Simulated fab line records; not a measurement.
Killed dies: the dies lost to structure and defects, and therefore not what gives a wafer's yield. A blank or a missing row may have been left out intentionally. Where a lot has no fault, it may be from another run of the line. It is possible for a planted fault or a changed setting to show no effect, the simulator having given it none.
fab line records	flow n5-finfet
[record] lots = 24	wafers = 72	last-day = 17
route steps=1938 shown GATE_CUT@504 MOL_CONTACT_COAG@526
lots untouched by any fault: they come from a run of this same line in which no faults occurred
start-h: start of the lot's first displayed wafer, in hours after the record's first day	wait-h: time in hours since the lot's previous step	" identical to the entry in the row above	L1.1+2: a single row standing in for several wafers	- no value present, or no start provided	* or withheld: withheld	< > ~ a bound
route shown NAME@n: a module of which the file shows steps, and the number in the route of the first	usual: average and standard deviation across the fault-free wafers	same: alike in all rows	chamber/n: place in a boat	sites: readings site by site	_std_site: standard deviation across them	_edge_site: inner sites' mean taken away from outer sites' mean	radius-mm: for every site, how far away it sits from the centre of the wafer	mask NAME#n: copy n	behind: the tool/chamber that last shaped the wafer	hold: the reason the lot was held/the length of the hold in hours/how it ended	device: the n, p or np transistor that did not switch	end of line: tests run on the same wafers once the route is complete	step lacking rows: just its recipe	killed: dies that structure and defects cost at the first sort, which is not the same as the wafer's yield	map: a wafer's dies, marking killed ones x, the rest . and places with no die _
set.NAME: the setting as run; set.NAME@STEP: as run at that earlier step	model.NAME: the simulator's own value behind a step, which no gauge read
one table for each step of the route and one row for each wafer, over a sample of lots
services: from which hour (start-h, from the record's first day; less than 0 if before it) a tool's chamber was out of use, for how many hours, and why
[[steps]]
[step N5_GATE_CUT_VAPOR_ETCH_48]
[recipe] chemistry = BCl3/Cl2	target = TiN	mode = isotropic
[usual] drypump-motor-current-A = 5.8/0.34	oes-product-au = 0.74/0.14
lot.wafer	tool	chamber	start-h	wait-h	drypump-motor-current-A	oes-product-au
L074.2	rie-metal-02	1	83.19	0.1	5.5	0.62
L074.3	"	1	"	"	5.5	0.62
L074.5	"	1	"	"	5.5	0.62
L075.2	rie-metal-01	0	87.55	0.0	6.6	0.61
L075.3	"	0	"	"	6.6	0.62
L075.4	"	1	"	"	5.5	0.59
L076.1	rie-metal-03	1	96.37	0.0	5.6	0.69
L076.2	"	0	"	"	5.6	0.67
L076.5	"	0	"	"	5.6	0.66
L077.1	rie-metal-03	0	104.39	0.0	5.6	0.67
L077.2	"	1	"	"	5.6	0.68
L077.3	"	0	"	"	5.7	0.68
L078.2	rie-metal-02	0	107.02	0.0	5.8	0.98
L078.3	"	0	"	"	5.8	0.98
L078.6	"	1	"	"	5.5	0.61
L079.1	rie-metal-03	1	112.88	0.0	5.6	0.68
L079.4	"	0	"	"	5.6	0.67
L079.5	"	0	"	"	5.7	0.68
L080.2	rie-metal-02	0	122.03	0.1	5.9	0.96
L080.3	"	0	"	"	5.9	0.95
L080.6	"	0	"	"	5.9	0.95
L081.1	rie-metal-03	0	125.80	0.0	5.7	0.67
L081.3	"	1	"	"	5.6	0.67
L081.6	"	0	"	"	5.6	0.68
L082.2	rie-metal-01	0	130.60	0.0	6.5	0.60
L082.3	"	1	"	"	5.5	0.58
L082.5	"	0	"	"	6.6	0.60
L083.1	rie-metal-01	0	136.62	0.1	6.6	0.60
L083.2	"	0	"	"	6.6	0.60
L083.6	"	0	"	"	6.5	0.60
L084.2	rie-metal-01	0	146.31	0.1	6.5	0.60
L084.3	"	0	"	"	6.5	0.60
L084.6	"	0	"	"	6.5	0.60
L085.1	rie-metal-02	1	150.00	0.0	5.5	0.62
L085.2	"	0	"	"	5.9	0.94
L085.3	"	0	"	"	5.9	0.94
L086.3	rie-metal-02	0	159.86	0.0	5.9	0.92
L086.5	"	0	"	"	5.9	0.92
L086.6	"	1	"	"	5.5	0.61
L087.3	rie-metal-03	1	164.58	0.0	5.6	0.67
L087.4	"	0	"	"	5.6	0.67
L087.5	"	1	"	"	5.6	0.67
L088.1	rie-metal-02	0	167.74	0.0	5.9	0.93
L088.4	"	1	"	"	5.5	0.61
L088.5	"	1	"	"	5.5	0.61
L089.1	rie-metal-02	1	173.97	0.0	5.5	0.61
L089.2	"	0	"	"	5.9	0.93
L089.6	"	1	"	"	5.5	0.61
L090.3	rie-metal-02	0	179.50	0.0	5.9	0.92
L090.4	"	1	"	"	5.5	0.61
L090.5	"	1	"	"	5.5	0.61
L091.2	rie-metal-02	0	185.62	0.0	5.9	0.91
L091.3	"	0	"	"	5.9	0.92
L091.6	"	0	"	"	5.9	0.91
L092.1	rie-metal-02	1	191.00	0.0	5.5	0.61
L092.2	"	0	"	"	5.9	0.91
L092.5	"	0	"	"	5.9	0.91
L093.1	rie-metal-02	0	198.55	0.1	5.9	0.90
L093.2	"	0	"	"	5.9	0.91
L093.5	"	0	"	"	5.9	0.90
L094.1	rie-metal-03	1	201.86	0.0	5.6	0.67
L094.2	"	0	"	"	5.6	0.66
L094.4	"	1	"	"	5.6	0.67
L095.1	rie-metal-02	0	209.43	0.1	5.9	0.88
L095.3	"	0	"	"	5.9	0.89
L095.6	"	0	"	"	5.9	0.90
L096.2	rie-metal-01	1	216.16	0.0	5.6	0.94
L096.5	"	0	"	"	6.6	0.59
L096.6	"	1	"	"	5.5	0.93
L097.1	rie-metal-01	1	222.06	0.1	5.6	0.94
L097.4	"	1	"	"	5.5	0.94
L097.6	"	1	"	"	5.6	0.93
[step N5_MOL_CONTACT_COAG_CD_MEAS_08]
[recipe] target-cd-nm = 28	landing-energy-ev = 500	detector = se-inlens	polarity = opening
[usual] cd-nm = 28.04/0.25
lot.wafer	tool	chamber	start-h	wait-h	cd-nm
L074.2	cd-sem-01	0	86.40	-	28.17
L074.3	"	0	"	"	28.37
L074.5	"	0	"	"	28.29
L075.2	cd-sem-01	0	90.99	-	27.83
L075.3	"	0	"	"	27.91
L075.4	"	0	"	"	28.01
L076.1	cd-sem-02	0	100.72	-	28.13
L076.2	"	0	"	"	28.26
L076.5	"	0	"	"	27.83
L077.1	cd-sem-01	0	108.35	-	27.68
L077.2	"	0	"	"	27.91
L077.3	"	0	"	"	27.84
L078.2	cd-sem-03	0	110.23	-	28.09
L078.3	"	0	"	"	27.66
L078.6	"	0	"	"	27.86
L079.1	cd-sem-03	0	116.05	-	28.00
L079.4	"	0	"	"	28.13
L079.5	"	0	"	"	27.81
L080.2	cd-sem-02	0	125.32	-	27.99
L080.3	"	0	"	"	28.15
L080.6	"	0	"	"	28.02
L081.1	cd-sem-02	0	128.92	-	27.71
L081.3	"	0	"	"	27.85
L081.6	"	0	"	"	27.85
L082.2	cd-sem-02	0	133.69	-	28.45
L082.3	"	0	"	"	28.12
L082.5	"	0	"	"	28.22
L083.1	cd-sem-03	0	139.80	-	28.46
L083.2	"	0	"	"	28.11
L083.6	"	0	"	"	27.62
L084.2	cd-sem-01	0	149.87	-	28.12
L084.3	"	0	"	"	27.76
L084.6	"	0	"	"	28.10
L085.1	cd-sem-01	0	153.51	-	28.30
L085.2	"	0	"	"	28.16
L085.3	"	0	"	"	28.38
L086.3	cd-sem-03	0	163.07	-	28.25
L086.5	"	0	"	"	28.34
L086.6	"	0	"	"	28.41
L087.3	cd-sem-02	0	167.85	-	28.08
L087.4	"	0	"	"	28.04
L087.5	"	0	"	"	27.74
L088.1	cd-sem-03	0	170.83	-	27.82
L088.4	"	0	"	"	27.79
L088.5	"	0	"	"	27.74
L089.1	cd-sem-01	0	177.23	-	28.07
L089.2	"	0	"	"	27.67
L089.6	"	0	"	"	27.76
L090.3	cd-sem-02	0	182.71	-	28.27
L090.4	"	0	"	"	27.89
L090.5	"	0	"	"	28.03
L091.2	cd-sem-03	0	189.46	-	28.22
L091.3	"	0	"	"	27.93
L091.6	"	0	"	"	27.60
L092.1	cd-sem-01	0	194.24	-	27.79
L092.2	"	0	"	"	28.20
L092.5	"	0	"	"	28.04
L093.1	cd-sem-03	0	201.91	-	28.35
L093.2	"	0	"	"	28.14
L093.5	"	0	"	"	28.63
L094.1	cd-sem-02	0	204.98	-	28.14
L094.2	"	0	"	"	28.36
L094.4	"	0	"	"	28.23
L095.1	cd-sem-03	0	212.62	-	27.83
L095.3	"	0	"	"	28.02
L095.6	"	0	"	"	27.45
L096.2	cd-sem-01	0	219.38	-	28.11
L096.5	"	0	"	"	28.15
L096.6	"	0	"	"	28.15
L097.1	cd-sem-01	0	225.36	-	28.06
L097.4	"	0	"	"	27.91
L097.6	"	0	"	"	28.01
[step N5_MOL_CONTACT_COAG_INSPECT_10]
[recipe] mode = adi	inspect-instrument = brightfield
[usual] raw-defect-count = 72/34
lot.wafer	tool	chamber	start-h	wait-h	raw-defect-count
L074.2	defect-inspect-01	-	86.48	0.0	100
L074.3	"	-	"	"	59
L074.5	"	-	"	"	53
L075.2	defect-inspect-02	-	91.07	0.0	69
L075.3	"	-	"	"	147
L075.4	"	-	"	"	120
L076.1	defect-inspect-02	-	100.81	0.1	102
L076.2	"	-	"	"	57
L076.5	"	-	"	"	58
L077.1	defect-inspect-01	-	108.44	0.1	33
L077.2	"	-	"	"	53
L077.3	"	-	"	"	42
L078.2	defect-inspect-01	-	110.32	0.0	31
L078.3	"	-	"	"	33
L078.6	"	-	"	"	37
L079.1	defect-inspect-02	-	116.13	0.1	82
L079.4	"	-	"	"	81
L079.5	"	-	"	"	56
L080.2	defect-inspect-01	-	125.41	0.0	47
L080.3	"	-	"	"	68
L080.6	"	-	"	"	44
L081.1	defect-inspect-01	-	129.01	0.1	53
L081.3	"	-	"	"	51
L081.6	"	-	"	"	36
L082.2	defect-inspect-01	-	133.78	0.0	98
L082.3	"	-	"	"	85
L082.5	"	-	"	"	95
L083.1	defect-inspect-02	-	139.89	0.1	49
L083.2	"	-	"	"	22
L083.6	"	-	"	"	81
L084.2	defect-inspect-01	-	149.96	0.0	79
L084.3	"	-	"	"	80
L084.6	"	-	"	"	55
L085.1	defect-inspect-01	-	153.59	0.1	121
L085.2	"	-	"	"	141
L085.3	"	-	"	"	69
L086.3	defect-inspect-01	-	163.16	0.0	162
L086.5	"	-	"	"	97
L086.6	"	-	"	"	76
L087.3	defect-inspect-02	-	167.93	0.0	96
L087.4	"	-	"	"	59
L087.5	"	-	"	"	62
L088.1	defect-inspect-02	-	170.92	0.1	41
L088.4	"	-	"	"	91
L088.5	"	-	"	"	34
L089.1	defect-inspect-01	-	177.32	0.1	92
L089.2	"	-	"	"	99
L089.6	"	-	"	"	185
L090.3	defect-inspect-01	-	182.79	0.0	70
L090.4	"	-	"	"	72
L090.5	"	-	"	"	74
L091.2	defect-inspect-02	-	189.54	0.0	57
L091.3	"	-	"	"	71
L091.6	"	-	"	"	56
L092.1	defect-inspect-02	-	194.33	0.1	40
L092.2	"	-	"	"	56
L092.5	"	-	"	"	42
L093.1	defect-inspect-02	-	202.00	0.1	38
L093.2	"	-	"	"	50
L093.5	"	-	"	"	48
L094.1	defect-inspect-02	-	205.07	0.1	36
L094.2	"	-	"	"	114
L094.4	"	-	"	"	71
L095.1	defect-inspect-02	-	212.71	0.1	71
L095.3	"	-	"	"	70
L095.6	"	-	"	"	89
L096.2	defect-inspect-02	-	219.47	0.0	91
L096.5	"	-	"	"	122
L096.6	"	-	"	"	115
L097.1	defect-inspect-02	-	225.45	0.1	38
L097.4	"	-	"	"	85
L097.6	"	-	"	"	46
[step N5_MOL_CONTACT_COAG_ETCH_105]
[recipe] chemistry = CF4	target = SiARC	target-depth-a = 156	mask-material = CAR-EUV	time-s = 26	ion-energy-ev = 80	pressure-mtorr = 40	source-w = 545	bias-w = 36	Ar_flow_sccm = 100	cf4-flow-sccm = 100	ends = cleared
[usual] drypump-motor-current-A = 5.7/0.31	etch-rf-on-time-s = 26.0/0.57	oes-product-au = 0.64/0.056	rf-vpp-V = 184.2/1.3	showerhead-plenum-p-Torr = 2.15/0.073	throttle-valve-pct = 15.68/0.2
lot.wafer	tool	chamber	start-h	wait-h	drypump-motor-current-A	etch-rf-on-time-s	oes-product-au	rf-hours-counter-h	rf-vpp-V	showerhead-plenum-p-Torr	throttle-valve-pct
L074.2	rie-diel-02	1	86.57	0.0	5.9	26.0	0.64	181	185.1	2.22	15.83
L074.3	"	2	"	"	5.4	25.1	0.64	189	183.0	2.13	15.58
L074.5	"	1	"	"	5.9	25.9	0.64	-	185.9	2.22	15.85
L075.2	rie-diel-03	2	91.16	0.0	6.1	26.1	0.63	193	184.7	2.14	15.54
L075.3	"	3	"	"	5.9	26.4	0.78	22	184.9	2.27	15.40
L075.4	"	0	"	"	5.5	25.8	0.68	119	184.5	2.07	15.59
L076.1	rie-diel-03	2	100.90	0.0	6.1	26.2	0.61	195	185.6	2.14	15.55
L076.2	"	1	"	"	5.3	25.2	0.63	162	186.6	2.22	15.59
L076.5	"	2	"	"	6.1	26.0	0.62	-	182.9	2.14	15.55
L077.1	rie-diel-03	2	108.53	0.0	6.1	26.6	0.62	198	183.5	2.14	15.55
L077.2	"	0	"	"	5.5	25.9	0.68	124	184.2	2.07	15.62
L077.3	"	1	"	"	5.3	25.6	0.62	165	184.1	2.22	15.60
L078.2	rie-diel-03	2	110.41	0.0	6.1	26.5	0.62	199	182.6	2.14	15.56
L078.3	"	3	"	"	5.9	26.4	0.76	28	187.3	2.27	15.42
L078.6	"	0	"	"	5.6	25.9	0.67	-	182.8	2.07	15.60
L079.1	rie-diel-03	0	116.22	0.0	5.5	25.7	0.67	128	182.9	2.06	15.61
L079.4	"	3	"	"	5.9	26.5	0.75	31	185.9	2.26	15.42
L079.5	"	2	"	"	6.1	26.5	0.61	-	184.1	2.14	15.55
L080.2	rie-diel-06	2	125.55	0.0	6.3	25.6	0.61	235	182.5	2.04	15.94
L080.3	"	0	"	"	5.8	26.0	0.64	156	183.3	2.22	15.67
L080.6	"	2	"	"	6.2	25.5	0.61	-	183.0	2.04	15.93
L081.1	rie-diel-02	1	129.10	0.0	5.9	26.4	0.62	195	185.2	2.22	15.85
L081.3	"	3	"	"	5.5	26.1	0.63	190	184.5	2.13	16.07
L081.6	"	0	"	"	5.6	27.1	0.59	-	185.1	2.14	15.65
L082.2	rie-diel-06	1	133.96	0.0	5.5	26.5	0.63	186	183.4	2.13	15.89
L082.3	"	2	"	"	6.3	25.7	0.60	238	182.7	2.04	15.95
L082.5	"	1	"	"	5.4	26.6	0.64	-	182.5	2.13	15.89
L083.1	rie-diel-02	1	140.18	0.0	5.9	26.0	0.63	199	185.7	2.21	15.87
L083.2	"	0	"	"	5.6	27.3	0.59	204	183.5	2.14	15.67
L083.6	"	2	"	"	5.4	25.5	0.62	-	184.5	2.13	15.61
L084.2	rie-diel-03	2	150.20	0.0	6.1	26.2	0.60	211	182.4	2.13	15.57
L084.3	"	1	"	"	5.3	24.8	0.62	178	185.6	2.21	15.61
L084.6	"	3	"	"	5.9	26.3	0.74	-	185.4	2.26	15.44
L085.1	rie-diel-06	2	153.68	0.0	6.2	25.4	0.61	246	182.8	2.04	15.96
L085.2	"	1	"	"	5.4	26.2	0.63	195	184.5	2.13	15.91
L085.3	"	3	"	"	5.2	26.0	0.64	157	183.5	2.05	15.39
L086.3	rie-diel-06	2	163.24	0.0	6.3	25.7	0.59	249	181.4	2.04	15.97
L086.5	"	0	"	"	5.8	25.6	0.64	-	185.2	2.22	15.70
L086.6	"	1	"	"	5.4	26.5	0.63	-	184.5	2.13	15.91
L087.3	rie-diel-06	1	168.02	0.0	5.4	26.3	0.63	200	184.5	2.13	15.92
L087.4	"	3	"	"	5.2	25.6	0.64	-	184.0	2.05	15.39
L087.5	"	0	"	"	5.8	25.2	0.64	-	185.8	2.22	15.71
L088.1	rie-diel-03	0	171.01	0.0	5.6	25.9	0.66	146	182.8	2.06	15.64
L088.4	"	1	"	"	5.3	25.3	0.62	186	186.1	2.21	15.64
L088.5	"	1	"	"	5.3	25.2	0.61	-	185.0	2.21	15.64
L089.1	rie-diel-03	2	177.41	0.0	6.1	26.5	0.60	220	183.0	2.13	15.60
L089.2	"	0	"	"	5.6	25.7	0.66	148	183.7	2.06	15.65
L089.6	"	1	"	"	5.3	25.0	0.62	-	184.2	2.21	15.64
L090.3	rie-diel-02	2	182.88	0.0	5.4	25.8	0.61	226	184.8	2.12	15.66
L090.4	"	3	"	"	5.6	26.0	0.62	211	183.1	2.12	16.10
L090.5	"	1	"	"	5.9	26.3	0.62	-	184.5	2.21	15.89
L091.2	rie-diel-06	3	189.99	0.0	5.2	26.0	0.62	173	182.1	2.05	15.42
L091.3	"	0	"	"	5.8	25.7	0.63	183	184.1	2.21	15.75
L091.6	"	3	"	"	5.2	25.9	0.64	-	181.9	2.05	15.41
L092.1	rie-diel-06	0	194.42	0.0	5.8	25.8	0.63	185	185.1	2.21	15.73
L092.2	"	3	"	"	5.2	26.3	0.62	175	182.4	2.05	15.43
L092.5	"	1	"	"	5.4	26.8	0.62	-	184.1	2.12	15.94
L093.1	rie-diel-06	0	202.09	0.0	5.8	25.6	0.63	188	186.6	2.21	15.74
L093.2	"	2	"	"	6.3	25.4	0.84	3	186.4	2.29	15.43
L093.5	"	2	"	"	6.2	25.5	0.84	-	186.2	2.29	15.45
L094.1	rie-diel-03	2	205.34	0.0	6.1	26.3	0.59	231	184.4	2.13	15.61
L094.2	"	3	"	"	5.9	26.1	0.72	60	186.2	2.26	15.49
L094.4	"	1	"	"	5.3	25.1	0.61	199	185.5	2.21	15.67
L095.1	rie-diel-02	1	212.81	0.0	5.9	26.0	0.61	225	184.9	2.21	15.91
L095.3	"	2	"	"	5.4	25.3	0.61	237	183.9	2.12	15.70
L095.6	"	1	"	"	5.9	25.9	0.61	-	184.8	2.21	15.92
L096.2	rie-diel-02	3	219.87	0.0	5.6	25.5	0.62	222	183.7	2.12	16.15
L096.5	"	2	"	"	5.4	24.9	0.62	-	184.9	2.12	15.70
L096.6	"	3	"	"	5.5	25.4	0.62	-	184.8	2.12	16.13
L097.1	rie-diel-06	3	225.69	0.0	5.2	26.0	0.61	184	182.5	2.04	15.44
L097.4	"	2	"	"	6.2	25.2	0.81	11	185.3	2.29	15.44
L097.6	"	1	"	"	5.4	26.7	0.61	-	183.1	2.12	15.97
[step N5_MOL_CONTACT_COAG_PRE_CLEAN_141]
[recipe] gas = H2/He	time-s = 60	temp-c = 300
[usual] heater-power-w = 450/48
lot.wafer	tool	chamber	start-h	wait-h	heater-power-w
L074.2	pvd-sputter-03	-	91.49	3.1	391
L074.3	"	-	"	"	477
L074.5	"	-	"	"	381
L075.2	pvd-sputter-01	-	93.17	0.6	483
L075.3	"	-	"	"	461
L075.4	"	-	"	"	443
L076.1	pvd-sputter-03	-	103.89	0.2	372
L076.2	"	-	"	"	540
L076.5	"	-	"	"	380
L077.1	pvd-sputter-01	-	112.16	2.1	449
L077.2	"	-	"	"	453
L077.3	"	-	"	"	477
L078.2	pvd-sputter-01	-	113.06	0.5	441
L078.3	"	-	"	"	472
L078.6	"	-	"	"	448
L079.1	pvd-sputter-03	-	117.96	0.3	385
L079.4	"	-	"	"	459
L079.5	"	-	"	"	483
L080.2	pvd-sputter-03	-	128.92	1.4	539
L080.3	"	-	"	"	471
L080.6	"	-	"	"	483
L081.1	pvd-sputter-01	-	132.08	1.5	443
L081.3	"	-	"	"	464
L081.6	"	-	"	"	438
L082.2	pvd-sputter-02	-	136.89	0.8	493
L082.3	"	-	"	"	368
L082.5	"	-	"	"	535
L083.1	pvd-sputter-02	-	141.92	0.2	530
L083.2	"	-	"	"	491
L083.6	"	-	"	"	379
L084.2	pvd-sputter-02	-	154.56	2.1	527
L084.3	"	-	"	"	379
L084.6	"	-	"	"	387
L085.1	pvd-sputter-02	-	155.36	0.3	497
L085.2	"	-	"	"	383
L085.3	"	-	"	"	526
L086.3	pvd-sputter-02	-	165.16	0.4	543
L086.5	"	-	"	"	414
L086.6	"	-	"	"	518
L087.3	pvd-sputter-01	-	171.39	0.6	443
L087.4	"	-	"	"	454
L087.5	"	-	"	"	476
L088.1	pvd-sputter-01	-	174.37	1.7	467
L088.4	"	-	"	"	446
L088.5	"	-	"	"	444
L089.1	pvd-sputter-02	-	179.26	0.3	490
L089.2	"	-	"	"	386
L089.6	"	-	"	"	495
L090.3	pvd-sputter-01	-	184.63	0.2	453
L090.4	"	-	"	"	445
L090.5	"	-	"	"	486
L091.2	pvd-sputter-01	-	192.52	1.1	454
L091.3	"	-	"	"	472
L091.6	"	-	"	"	453
L092.1	pvd-sputter-02	-	197.01	0.4	484
L092.2	"	-	"	"	531
L092.5	"	-	"	"	497
L093.1	pvd-sputter-02	-	205.21	1.7	380
L093.2	"	-	"	"	499
L093.5	"	-	"	"	494
L094.1	pvd-sputter-01	-	207.10	0.2	452
L094.2	"	-	"	"	480
L094.4	"	-	"	"	454
L095.1	pvd-sputter-01	-	215.34	1.2	471
L095.3	"	-	"	"	456
L095.6	"	-	"	"	451
L096.2	pvd-sputter-02	-	221.78	0.2	514
L096.5	"	-	"	"	516
L096.6	"	-	"	"	382
L097.1	pvd-sputter-03	-	228.32	0.8	381
L097.4	"	-	"	"	532
L097.6	"	-	"	"	485
[step N5_MOL_CONTACT_COAG_THK_MEAS_29]
[recipe] reads = SiNx_of_GATE_CUT_PECVD_57+SiNx_of_GATE_CUT_SAC_CAP_01
[usual] MD_CAP_THK = 17.94/0.081
lot.wafer	tool	chamber	start-h	wait-h	MD_CAP_THK[nm]
L074.2	film-metro-01	-	97.74	-	18.00
L074.3	"	-	"	"	18.03
L074.5	"	-	"	"	17.93
L075.2	film-metro-02	-	101.71	-	18.01
L075.3	"	-	"	"	17.82
L075.4	"	-	"	"	17.89
L076.1	film-metro-01	-	109.20	-	17.85
L076.2	"	-	"	"	17.85
L076.5	"	-	"	"	17.91
L077.1	film-metro-01	-	116.89	-	17.97
L077.2	"	-	"	"	17.95
L077.3	"	-	"	"	17.95
L078.2	film-metro-01	-	118.12	-	17.92
L078.3	"	-	"	"	18.01
L078.6	"	-	"	"	17.94
L079.1	film-metro-02	-	123.51	-	17.99
L079.4	"	-	"	"	18.07
L079.5	"	-	"	"	17.98
L080.2	film-metro-01	-	134.81	-	18.12
L080.3	"	-	"	"	17.94
L080.6	"	-	"	"	17.96
L081.1	film-metro-01	-	138.76	-	17.94
L081.3	"	-	"	"	18.05
L081.6	"	-	"	"	18.08
L082.2	film-metro-01	-	143.46	-	17.88
L082.3	"	-	"	"	17.91
L082.5	"	-	"	"	18.05
L083.1	film-metro-01	-	147.37	-	18.02
L083.2	"	-	"	"	18.07
L083.6	"	-	"	"	17.88
L084.2	film-metro-01	-	160.33	-	17.94
L084.3	"	-	"	"	17.98
L084.6	"	-	"	"	17.90
L085.1	film-metro-02	-	161.30	-	17.88
L085.2	"	-	"	"	17.89
L085.3	"	-	"	"	17.93
L086.3	film-metro-02	-	172.83	-	17.75
L086.5	"	-	"	"	17.89
L086.6	"	-	"	"	17.93
L087.3	film-metro-02	-	177.89	-	18.01
L087.4	"	-	"	"	18.03
L087.5	"	-	"	"	17.95
L088.1	film-metro-01	-	181.09	-	17.78
L088.4	"	-	"	"	17.82
L088.5	"	-	"	"	17.72
L089.1	film-metro-02	-	185.08	-	17.98
L089.2	"	-	"	"	17.98
L089.6	"	-	"	"	17.95
L090.3	film-metro-01	-	191.59	-	17.87
L090.4	"	-	"	"	17.97
L090.5	"	-	"	"	18.01
L091.2	film-metro-01	-	199.08	-	17.88
L091.3	"	-	"	"	18.01
L091.6	"	-	"	"	17.90
L092.1	film-metro-02	-	203.90	-	17.95
L092.2	"	-	"	"	17.98
L092.5	"	-	"	"	18.04
L093.1	film-metro-01	-	209.96	-	18.00
L093.2	"	-	"	"	18.02
L093.5	"	-	"	"	18.06
L094.1	film-metro-02	-	212.76	-	17.77
L094.2	"	-	"	"	17.97
L094.4	"	-	"	"	17.79
L095.1	film-metro-01	-	221.74	-	18.02
L095.3	"	-	"	"	18.01
L095.6	"	-	"	"	17.90
L096.2	film-metro-02	-	227.23	-	18.00
L096.5	"	-	"	"	17.78
L096.6	"	-	"	"	17.96
L097.1	film-metro-01	-	233.68	-	18.01
L097.4	"	-	"	"	17.96
L097.6	"	-	"	"	18.06
[[services]]
tool	chamber	start-h	hours	kind
rie-metal-02	0	67.34	-	clean
rie-metal-02	0	67.34	32.1	scheduled-down
rie-metal-02	0	67.34	32.1	vent-cycle
rie-diel-02	2	69.19	10.5	repair
pvd-sputter-02	-	88.10	1.0	repair
rie-metal-02	1	118.02	13.9	repair
rie-diel-06	3	119.33	22.6	repair
rie-metal-01	1	135.54	-	clean
rie-metal-01	1	135.54	17.4	scheduled-down
rie-metal-01	1	135.54	17.4	vent-cycle
rie-diel-02	1	146.47	3.9	repair
pvd-sputter-01	-	151.43	3.4	repair
rie-diel-06	2	165.55	-	clean
rie-diel-06	2	165.55	-	consumable-replace:focus-ring
rie-diel-06	2	165.55	-	consumable-replace:showerhead
rie-diel-06	2	165.55	25.6	scheduled-down
rie-diel-06	2	165.55	25.6	vent-cycle
rie-metal-03	-	168.61	0.6	repair
rie-metal-01	-	179.17	2.1	repair
rie-diel-02	3	185.18	6.4	repair
rie-metal-02	1	196.55	-	clean
rie-metal-02	1	196.55	16.0	scheduled-down
rie-metal-02	1	196.55	16.0	vent-cycle
rie-diel-03	3	225.89	3.9	repair
[[key]]
fault none
